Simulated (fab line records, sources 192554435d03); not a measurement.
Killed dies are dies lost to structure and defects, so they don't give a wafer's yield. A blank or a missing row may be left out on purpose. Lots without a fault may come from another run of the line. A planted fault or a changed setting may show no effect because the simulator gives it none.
Split-lot experiment | flow n5_finfet | 7 lots, 39 wafers read, on a route of 1938 steps

THE SPLIT
At N5_PASSIVATION_ETCH_54 (etches SiO2 in CHF3/O2, target depth 880 nm, time 440 s), the setting target_depth_a was moved away from the recipe's 8800 angstrom on 18 of the 39 wafers read, by -52.2% to +58.5%. The other wafers ran this setting at the recipe's value.

The reading is taken at the split's own step.

THE READING
PASSIVATION.feature_depth_nm (the simulator's own value, which no gauge read), in nm, at N5_PASSIVATION_ETCH_54 (etches SiO2 in CHF3/O2, target depth 880 nm, time 440 s). The file gives no usual value for it. The 21 wafers here that ran the recipe average 881.5 nm, standard deviation 15 nm.

wafer  | tool, chamber at the split | target_depth_a as run, angstrom | against the recipe | PASSIVATION.feature_depth_nm, nm | against lot-mates on the recipe
L075.1 | rie_diel-06, 3             | 10720                           | +21.8%             | 1108                             | +210.3
L075.2 | rie_diel-06, 1             | 8800                            | recipe             | 890.4                            | -
L075.3 | rie_diel-06, 2             | 8800                            | recipe             | 893.4                            | -
L075.4 | rie_diel-06, 0             | 10720                           | +21.8%             | 1075                             | +177.3
L075.5 | rie_diel-06, 3             | 8800                            | recipe             | 909.4                            | -
L075.6 | rie_diel-06, 2             | 10720                           | +21.8%             | 1086                             | +188.3
L081.1 | rie_diel-04, 1             | 12270                           | +39.4%             | 1216                             | +345.7
L081.2 | rie_diel-04, 3             | 8800                            | recipe             | 872.4                            | -
L081.3 | rie_diel-04, 3             | 12270                           | +39.4%             | 1223                             | +352.7
L081.4 | rie_diel-04, 1             | 12270                           | +39.4%             | 1201                             | +330.7
L081.5 | rie_diel-04, 3             | 8800                            | recipe             | 868.6                            | -
L081.6 | rie_diel-04, 1             | 8800                            | recipe             | 870                              | -
L083.1 | rie_diel-05, 1             | 4209                            | -52.2%             | 418.6                            | -449.4
L083.2 | rie_diel-05, 2             | 8800                            | recipe             | 847.6                            | -
L083.3 | rie_diel-05, 0             | 4209                            | -52.2%             | 424.6                            | -443.4
L083.4 | rie_diel-05, 3             | 4209                            | -52.2%             | 417.4                            | -450.6
L083.5 | rie_diel-05, 1             | 8800                            | recipe             | 870.2                            | -
L083.6 | rie_diel-05, 0             | 8800                            | recipe             | 886.2                            | -
L086.1 | rie_diel-06, 3             | 13950                           | +58.5%             | 1415                             | +534.6
L086.2 | rie_diel-06, 2             | 8800                            | recipe             | 867.6                            | -
L086.3 | rie_diel-06, 0             | 13950                           | +58.5%             | 1377                             | +496.6
L086.4 | rie_diel-06, 2             | 8800                            | recipe             | 876                              | -
L086.5 | rie_diel-06, 3             | 8800                            | recipe             | 897.6                            | -
L086.6 | rie_diel-06, 0             | 13950                           | +58.5%             | 1372                             | +491.6
L085.2 | rie_diel-05, 0             | 8800                            | recipe             | 898.6                            | -
L085.3 | rie_diel-05, 1             | 8800                            | recipe             | 882.4                            | -
L085.5 | rie_diel-05, 0             | 8800                            | recipe             | 901.2                            | -
L096.1 | rie_diel-06, 2             | 11430                           | +29.9%             | 1140                             | +259.1
L096.2 | rie_diel-06, 0             | 8800                            | recipe             | 856.8                            | -
L096.3 | rie_diel-06, 3             | 8800                            | recipe             | 895.8                            | -
L096.4 | rie_diel-06, 3             | 11430                           | +29.9%             | 1155                             | +274.1
L096.5 | rie_diel-06, 2             | 8800                            | recipe             | 890.2                            | -
L096.6 | rie_diel-06, 0             | 11430                           | +29.9%             | 1118                             | +237.1
L095.1 | rie_diel-05, 3             | 8800                            | recipe             | 868.4                            | -
L095.2 | rie_diel-05, 2             | 10840                           | +23.2%             | 1045                             | +165.9
L095.3 | rie_diel-05, 1             | 10840                           | +23.2%             | 1079                             | +199.9
L095.4 | rie_diel-05, 0             | 10840                           | +23.2%             | 1103                             | +223.9
L095.5 | rie_diel-05, 0             | 8800                            | recipe             | 889.8                            | -
L095.6 | rie_diel-05, 1             | 8800                            | recipe             | 879.2                            | -

THE FIT
A straight line over all 39 wafers: PASSIVATION.feature_depth_nm changes by +8.7 nm for each +1% of target_depth_a; r = +1.00; the points scatter about the line by 17 nm.
The same after taking each lot's own level away (the mean of its wafers on the recipe; 39 wafers): +8.63 nm for each +1%; r = +1.00; scatter 14 nm.
On that fit, the largest move of target_depth_a shifts the reading by 5.1e+02 nm.
The lots' own levels span 868.00 to 897.73 nm, that is 1.9 times the standard deviation above.
So the lot-to-lot level changes the slope little: the two slopes agree.
Check: with one of the wafers moved furthest among these (+58.5%) left out of the fit, the line predicts +502 nm for it against its lot-mates. It came out at +535 nm against them.

OTHER SPLITS ON THESE WAFERS
These wafers also went through other splits before the reading. Each is held against what the fit with the lots' levels taken away leaves over:
other split on the same wafers           | wafers away from the commonest value | r with PASSIVATION.feature_depth_nm (lot level and that fit taken away)
N5_BEOL_M1_TRENCH_ETCH_37 target_depth_a | 15                                   | -0.10
N5_BEOL_M7_ILD_DEP_00 target_thk_a       | 18                                   | +0.10
N5_BEOL_M8_CURE_75 time_s                | 12                                   | +0.00
N5_MIM_BOT_SPUTTER_00 target_thk_a       | 6                                    | +0.01

THE WHOLE CHAIN: every reading that the file lists as answering this split, in the file's order
step                   | what it does                                            | reading                                                                       | change (the file's fit)              | r (the file's)
N5_PASSIVATION_ETCH_54 | etches SiO2 in CHF3/O2, target depth 880 nm, time 440 s | etch.depth_nm (the simulator's own value, which no gauge read)                | +8.64 nm for each +1% of the setting | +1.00
N5_PASSIVATION_ETCH_54 | etches SiO2 in CHF3/O2, target depth 880 nm, time 440 s | PASSIVATION.feature_depth_nm (the simulator's own value, which no gauge read) | +8.64 nm for each +1% of the setting | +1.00

THE FILE'S OWN FIT
PASSIVATION.feature_depth_nm changes by +8.64 nm for each +1% of target_depth_a, r = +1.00.
